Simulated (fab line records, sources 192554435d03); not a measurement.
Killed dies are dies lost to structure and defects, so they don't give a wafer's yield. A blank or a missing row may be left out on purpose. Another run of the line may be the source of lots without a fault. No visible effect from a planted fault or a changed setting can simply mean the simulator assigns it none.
2 desks looking at one fault | flow n5Finfet | every desk sees just its own numbers, and what lay behind them comes last

THE METROLOGY DESK
Means of the sampled wafers that have a number, per lot and without regard to the tool the lot ran on: this is what the gauges read. The brackets show how far a lot's mean lies from the usual mean; more than 4 standard deviations puts the lot out of limits, marked OUT.
Columns: A = M13_ILD_THK at N5_BEOL_M13_THK_MEAS_01, usual 837 nm; B = cdNm at N5_BEOL_M13_CD_MEAS_10, usual 190.4 nm
lot  | first seen here | A             | B
L633 | day 10 21:52    | 837           | 190.7
L636 | day 11 20:16    | 825           | 190.0
L637 | day 12 12:05    | 842           | 191.3
L635 | day 12 13:41    | 835           | 189.7
L645 | day 14 19:05    | 834           | 190.1
L649 | day 14 23:26    | 840           | 190.5
L651 | day 17 04:39    | 708 (-14) OUT | 190.2
L652 | day 17 21:18    | 837           | 189.9
L656 | day 18 03:52    | 836           | 191.4
L655 | day 18 04:12    | 847           | 189.9
This desk finds L651 out of limits, with the earliest case on L651 at day 17 04:39 (M13_ILD_THK at N5_BEOL_M13_THK_MEAS_01). Within limits: L633, L636, L637, L635, L645, L649, L652, L656, L655.

DESK OF THE TOOL OWNER: pecvd-03
The tool's own readings at N5_BEOL_M13_ILD_DEP_00 (deposits SiOC from DEMS/O2, target thk 837.92 nm, time 166.4 s): means of the sampled wafers that have a number, for each lot that ran on this tool. The brackets show how far a lot's mean lies from the usual mean; more than 4 standard deviations puts the lot out of limits, marked OUT.
Columns: A = heaterPowerW at N5_BEOL_M13_ILD_DEP_00, usual 506 W; B = showerheadPlenumPTorr at N5_BEOL_M13_ILD_DEP_00, usual 5.691 Torr; C = throttleValvePct at N5_BEOL_M13_ILD_DEP_00, usual 12.2 %
lot  | first seen here | A   | B     | C
L633 | day 10 21:43    | 536 | 5.693 | 12.5
L637 | day 12 11:56    | 522 | 5.711 | 12.3
L645 | day 14 18:56    | 517 | 5.695 | 12.2
L649 | day 14 23:17    | 474 | 5.687 | 12.3
L651 | day 17 04:30    | 594 | 5.702 | 11.7
This desk's verdict: no lot among the 5 shows anything out of limits.

BROUGHT TOGETHER
Metrology desk: alarm possible at day 17 04:39 on L651.
The tool owner's desk saw nothing out of limits.
Tool owner's desk: L651 on record, inside its limits.
N5_BEOL_M13_ILD_DEP_00 was run on pecvd-03 by each of the lots named.

WHAT THE SIMULATOR HAD INSERTED
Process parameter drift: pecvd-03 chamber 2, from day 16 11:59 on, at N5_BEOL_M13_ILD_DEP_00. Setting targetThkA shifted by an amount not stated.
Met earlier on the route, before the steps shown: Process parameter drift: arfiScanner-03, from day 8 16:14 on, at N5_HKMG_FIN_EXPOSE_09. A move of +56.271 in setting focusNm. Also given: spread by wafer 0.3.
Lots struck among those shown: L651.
Delay in hours, fault start to first out-of-limits reading, per desk: metrology desk 17.
